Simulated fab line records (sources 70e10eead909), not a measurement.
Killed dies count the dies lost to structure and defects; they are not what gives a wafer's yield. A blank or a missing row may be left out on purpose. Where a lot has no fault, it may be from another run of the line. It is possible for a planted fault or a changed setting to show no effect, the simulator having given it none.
fab line records	flow nand-harc
[record] lots = 14	wafers = 42	last-day = 24
route steps=1159 shown A_ZERO_WELL@404 A_ONON_D1@440 A_CHANNEL_HOLE_D1@462
lots untouched by any fault: they come from a run of this same line in which no faults occurred
start-h: hours from the record's first day to the start of the lot's first wafer shown	wait-h: how many hours have passed since the lot's step before this one	" identical to the entry in the row above	L1.1+2: a single row standing in for several wafers	- no value present, or no start provided	* or withheld: withheld	< > ~ a bound
route shown NAME@n: names a module that has steps shown in the file, with the first one's number in the route	usual: mean/standard deviation of fault-free wafers	same: alike in all rows	chamber/n: place in a boat	sites: per-site readings	_std_site: the standard deviation of these	_edge_site: outer sites' mean less inner sites'	radius-mm: for every site, how far away it sits from the centre of the wafer	mask NAME#n: copy n	behind: the tool/chamber that last shaped the wafer	hold: why the lot went on hold/how many hours it stayed there/how the hold came to an end	device: the n, p or np transistor that did not switch	end of line: at the end of the route, the tests of the same wafers	where a step has no rows: the recipe by itself	killed: the dies lost at the first sort to structure and to defects; this is not the yield of the wafer	map: per-die view of a wafer (x killed, . not killed, _ where there is no die)
set.NAME: the setting that was run; set.NAME@STEP: the one run at that earlier step	model.NAME: the simulator's own value behind a step, which no gauge read
one table for each step of the route and one row for each wafer, over a sample of lots
services: when a tool's chamber went out of use (start-h, in hours from the record's first day, below 0 if earlier), for how many hours, and the reason
[[steps]]
[step NHARC_A_ZERO_WELL_ETCH_19]
[recipe] target-depth-a = 800	overetch-a = 240	time-s = 87.88	ion-energy-ev = 200	n2-flow-sccm = 150	h2-flow-sccm = 150	ar-flow-sccm = 0	rf-w = 400	bias-w = 150	chemistry = N2/H2
[usual] drypump-motor-current-A = 5.70/0.27	n2-flow-sccm = 150.0/0.49	oes-product-au = 0.999/0.0092	rf-vpp-V = 431.7/2.5	showerhead-plenum-p-Torr = 2.08/0.088	throttle-valve-pct = 14.170/0.0095
lot.wafer	tool	chamber	start-h	wait-h	drypump-motor-current-A	n2-flow-sccm	oes-product-au	rf-hours-counter-h	rf-vpp-V	showerhead-plenum-p-Torr	throttle-valve-pct
L934.2	rie-diel-02	0	132.44	0.1	5.51	149.3	1.004	11	428.8	2.00	14.166
L934.5	"	1	"	"	5.79	150.4	1.001	-	431.0	1.99	14.162
L934.6	"	2	"	"	5.75	150.7	1.005	-	435.2	2.18	14.169
L935.1	rie-diel-02	1	143.73	0.1	5.77	149.6	1.000	11	430.3	1.99	14.167
L935.5	"	1	"	"	5.78	150.0	1.003	-	429.6	1.99	14.179
L935.6	"	2	"	"	5.75	149.8	0.994	-	435.7	2.18	14.161
L937.2	rie-diel-02	2	150.45	0.1	5.75	150.6	1.000	12	434.9	2.18	14.163
L937.3	"	0	"	"	5.49	149.6	1.004	13	429.1	2.00	14.166
L937.5	"	2	"	"	5.76	150.0	1.011	-	432.8	2.18	14.184
L938.1	rie-diel-07	3	151.28	0.1	5.59	150.2	0.982	6	429.5	2.04	14.156
L938.5	"	3	"	"	5.62	150.9	0.969	-	431.5	2.04	14.170
L938.6	"	0	"	"	6.09	150.1	1.001	-	426.9	1.92	14.156
L936.4	rie-diel-08	1	151.70	0.1	6.26	150.6	1.002	1	433.0	2.11	14.185
L936.2	"	0	"	"	5.30	149.7	0.991	1	432.2	2.10	14.187
L936.6	"	1	"	"	6.28	150.7	1.008	-	432.7	2.11	14.182
L940.1	rie-diel-02	1	172.10	0.1	5.79	150.2	0.989	2	429.6	1.99	14.159
L940.2	"	2	"	"	5.75	150.3	0.999	2	433.6	2.18	14.171
L940.5	"	0	"	"	5.50	149.8	0.992	-	428.7	2.00	14.171
L941.1	rie-diel-02	2	181.47	0.1	5.72	149.5	1.015	2	434.9	2.18	14.169
L941.4	"	3	"	"	5.85	150.6	0.992	2	434.2	2.20	14.180
L941.6	"	2	"	"	5.74	149.8	1.006	-	434.3	2.18	14.170
L944.3	rie-diel-02	1	191.83	0.1	5.78	149.5	1.007	2	430.0	1.99	14.169
L944.2	"	0	"	"	5.49	149.9	1.000	2	429.4	2.00	14.181
L944.5	"	1	"	"	5.78	149.2	1.005	-	430.2	1.99	14.181
L948.4	rie-diel-02	1	226.33	0.1	5.81	150.7	0.998	5	428.3	1.99	14.155
L948.1	"	2	"	"	5.77	150.4	1.013	5	433.7	2.18	14.194
L948.2	"	0	"	"	5.50	150.1	1.002	5	429.0	2.00	14.162
L950.3	rie-diel-08	1	233.01	0.1	6.29	149.6	0.997	8	431.8	2.11	14.144
L950.1	"	2	"	"	5.32	149.6	1.006	11	433.6	2.11	14.181
L950.6	"	0	"	"	5.30	150.2	0.997	-	431.3	2.10	14.156
L954.1	rie-diel-02	1	245.82	0.1	5.78	149.5	1.000	6	428.0	1.99	14.159
L954.4	"	2	"	"	5.75	149.4	1.017	6	433.6	2.18	14.178
L954.3	"	3	"	"	5.84	149.4	0.986	6	435.4	2.20	14.175
L955.3	rie-diel-02	1	256.46	0.1	5.74	150.2	1.001	7	430.4	1.99	14.151
L955.1	"	2	"	"	5.75	150.1	1.014	7	434.6	2.18	14.168
L955.2	"	3	"	"	5.82	150.0	0.990	7	433.0	2.20	14.161
L956.4	rie-diel-08	3	257.69	0.1	6.05	149.7	0.995	14	433.6	2.16	14.164
L956.2	"	1	"	"	6.27	149.4	1.004	11	432.6	2.11	14.172
L956.6	"	3	"	"	6.02	149.3	1.003	-	433.0	2.16	14.171
L957.1	rie-diel-02	2	273.52	0.1	5.73	149.6	1.000	8	433.6	2.18	14.182
L957.3	"	0	"	"	5.49	150.1	1.000	9	428.8	2.00	14.168
L957.5	"	3	"	"	5.79	150.0	0.980	-	435.1	2.20	14.169
[step NHARC_A_ONON_D1_DEP_22]
[recipe] target-thk-a = 10000	n2-flow-sccm = 2750	n2o-flow-sccm = 2000	nh3-flow-sccm = 500	sih4-flow-sccm = 210	temp-c = 400
[usual] n2-flow-sccm = 2752/9
lot.wafer	tool	chamber	start-h	wait-h	n2-flow-sccm
L934.2	pecvd-onon-04	0	163.70	0.1	2742
L934.5	"	0	"	"	2723
L934.6	"	0	"	"	2734
L935.1	pecvd-onon-02	0	176.47	0.1	2753
L935.5	"	0	"	"	2754
L935.6	"	0	"	"	2742
L938.1	pecvd-onon-01	0	183.43	0.1	2739
L938.5	"	0	"	"	2747
L938.6	"	0	"	"	2749
L937.2	pecvd-onon-04	0	183.48	0.1	2754
L937.3	"	0	"	"	2755
L937.5	"	0	"	"	2752
L936.2	pecvd-onon-02	0	183.49	0.1	2748
L936.4	"	0	"	"	2753
L936.6	"	0	"	"	2748
L940.1	pecvd-onon-02	0	208.97	0.1	2753
L940.2	"	0	"	"	2754
L940.5	"	0	"	"	2751
L941.1	pecvd-onon-02	0	216.83	0.1	2738
L941.4	"	0	"	"	2736
L941.6	"	0	"	"	2746
L944.2	pecvd-onon-02	0	227.98	0.1	2760
L944.3	"	0	"	"	2767
L944.5	"	0	"	"	2754
L948.1	pecvd-onon-01	0	258.31	0.1	2757
L948.2	"	0	"	"	2758
L948.4	"	0	"	"	2760
L950.1	pecvd-onon-04	0	265.45	0.1	2751
L950.3	"	0	"	"	2751
L950.6	"	0	"	"	2754
L954.1	pecvd-onon-04	0	278.01	0.1	2755
L954.3	"	0	"	"	2747
L954.4	"	0	"	"	2750
L955.1	pecvd-onon-04	0	289.12	0.1	2752
L955.2	"	0	"	"	2750
L955.3	"	0	"	"	2762
L956.2	pecvd-onon-01	0	289.18	0.1	2747
L956.4	"	0	"	"	2750
L956.6	"	0	"	"	2741
L957.1	pecvd-onon-01	0	306.89	0.1	2754
L957.3	"	0	"	"	2750
L957.5	"	0	"	"	2743
[step NHARC_A_ONON_D1_THK_MEAS_24]
[recipe] thk-meas-gauge = ellipsometry
[usual] thk-nm = 998/11
lot.wafer	tool	chamber	start-h	wait-h	thk-nm
L934.2	film-metro-02	-	164.16	-	1005
L934.5	"	-	"	"	1003
L934.6	"	-	"	"	1005
L935.1	film-metro-02	-	176.98	-	996
L935.5	"	-	"	"	996
L935.6	"	-	"	"	995
L937.2	film-metro-02	-	183.94	-	974
L937.3	"	-	"	"	974
L937.5	"	-	"	"	972
L936.2	film-metro-01	-	183.94	-	989
L936.4	"	-	"	"	987
L936.6	"	-	"	"	989
L938.1	film-metro-02	-	183.95	-	1011
L938.5	"	-	"	"	1014
L938.6	"	-	"	"	1013
L940.1	film-metro-01	-	209.49	-	1000
L940.2	"	-	"	"	1000
L940.5	"	-	"	"	1001
L941.1	film-metro-02	-	217.35	-	917
L941.4	"	-	"	"	977
L941.6	"	-	"	"	975
L944.2	film-metro-01	-	228.44	-	951
L944.3	"	-	"	"	1009
L944.5	"	-	"	"	953
L948.1	film-metro-01	-	258.81	-	986
L948.2	"	-	"	"	988
L948.4	"	-	"	"	989
L950.1	film-metro-01	-	265.96	-	1005
L950.3	"	-	"	"	1006
L950.6	"	-	"	"	1006
L954.1	film-metro-01	-	278.52	-	992
L954.3	"	-	"	"	991
L954.4	"	-	"	"	992
L955.1	film-metro-02	-	289.62	-	999
L955.2	"	-	"	"	1000
L955.3	"	-	"	"	999
L956.2	film-metro-02	-	289.63	-	1005
L956.4	"	-	"	"	1004
L956.6	"	-	"	"	1004
L957.1	film-metro-02	-	307.40	-	1011
L957.3	"	-	"	"	1010
L957.5	"	-	"	"	1011
[step NHARC_A_CHANNEL_HOLE_D1_CD_MEAS_10]
[recipe] target-cd-nm = 100	landing-energy-ev = 500
[usual] cd-nm = 100.0/0.6
lot.wafer	tool	chamber	start-h	wait-h	cd-nm
L934.2	cd-sem-03	0	171.66	-	100.9
L934.5	"	0	"	"	101.3
L934.6	"	0	"	"	100.6
L935.1	cd-sem-02	0	183.85	-	99.6
L935.5	"	0	"	"	99.4
L935.6	"	0	"	"	100.2
L936.2	cd-sem-02	0	188.17	-	99.6
L936.4	"	0	"	"	99.1
L936.6	"	0	"	"	99.7
L937.2	cd-sem-02	0	188.72	-	99.4
L937.3	"	0	"	"	100.0
L937.5	"	0	"	"	99.3
L938.1	cd-sem-01	0	189.36	-	99.9
L938.5	"	0	"	"	100.3
L938.6	"	0	"	"	99.5
L940.1	cd-sem-03	0	214.02	-	100.9
L940.2	"	0	"	"	100.3
L940.5	"	0	"	"	100.4
L941.4	cd-sem-01	0	222.31	-	100.0
L941.6	"	0	"	"	100.2
L944.3	cd-sem-03	0	232.83	-	100.3
L948.1	cd-sem-02	0	263.09	-	99.6
L948.2	"	0	"	"	99.8
L948.4	"	0	"	"	100.0
L950.1	cd-sem-02	0	270.38	-	100.1
L950.3	"	0	"	"	100.8
L950.6	"	0	"	"	100.8
L954.1	cd-sem-03	0	283.05	-	99.9
L954.3	"	0	"	"	99.9
L954.4	"	0	"	"	100.1
L955.1	cd-sem-03	0	293.97	-	100.0
L955.2	"	0	"	"	100.0
L955.3	"	0	"	"	99.5
L956.2	cd-sem-03	0	294.59	-	99.7
L956.4	"	0	"	"	99.9
L956.6	"	0	"	"	100.1
L957.1	cd-sem-02	0	314.60	-	100.7
L957.3	"	0	"	"	100.4
L957.5	"	0	"	"	100.4
[[services]]
tool	chamber	start-h	hours	kind
pecvd-onon-02	-	111.27	13.0	pm
rie-diel-08	1	114.82	18.9	repair
rie-diel-08	3	117.65	13.6	repair
rie-diel-08	-	124.80	9.0	pm
rie-diel-02	0	129.70	-	clean
rie-diel-02	1	129.70	-	clean
rie-diel-02	2	129.70	-	clean
rie-diel-07	0	131.40	3.7	repair
pecvd-onon-01	-	137.14	3.5	repair
rie-diel-07	1	145.11	7.5	repair
rie-diel-02	-	150.70	9.0	pm
rie-diel-08	-	153.17	1.4	repair
pecvd-onon-01	-	195.00	13.0	pm
rie-diel-08	1	195.41	13.8	repair
rie-diel-07	-	210.52	0.6	repair
rie-diel-02	-	226.54	1.7	repair
rie-diel-07	-	228.52	9.0	pm
rie-diel-02	3	231.53	11.3	repair
pecvd-onon-04	-	237.00	13.0	pm
rie-diel-08	3	273.88	10.3	repair
rie-diel-02	3	284.82	7.2	repair
pecvd-onon-02	-	292.27	13.0	pm
rie-diel-07	0	292.68	8.4	repair
rie-diel-08	-	301.80	9.0	pm
[[key]]
[first-sign] step = NHARC_A_ONON_D1_THK_MEAS_24	reading = thk-nm	direction = down	sigmas = 5.5	usual = 998	struck = 940
effect none on later readings
met-at NHARC_A_ONON_D1_DEP_22
struck-lots L941,L944
struck-wafers L941.1,L944.2,L944.5
later-rows-left-out L941.1,L944.2,L944.5
sort-left-out L941.1,L944.2,L944.5
tester-left-out L941,L944
not-acting-at NHARC_A_ZERO_WELL_ETCH_19,NHARC_A_CHANNEL_HOLE_D1_CD_MEAS_10
onset-between 208.97 216.83
[fault] kind = process-parameter-drift	tool = pecvd-onon-02	chamber = -	onset-h = 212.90	steps = NHARC_A_ONON_D1_DEP_22	channel = target-thk-a	offset = *	shape = step	end-h = 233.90	scope = struck-wafers-only	acts-in = *	stated = *
// tester-left-out: of these lots the tester's yield and bins aren't shown, on N5 and GAA mostly nor the transistor test; their killed dies are dies lost to structure and defects alone, not to doping, threshold or leakage, so they don't give the yield
// sort-left-out: the simulated sort isn't trusted on such a fault, so these wafers' sort isn't shown, and their yield isn't known
// later-rows-left-out: the simulator's readings of these wafers behind a module that went badly wrong aren't trusted and aren't shown, but for the sort
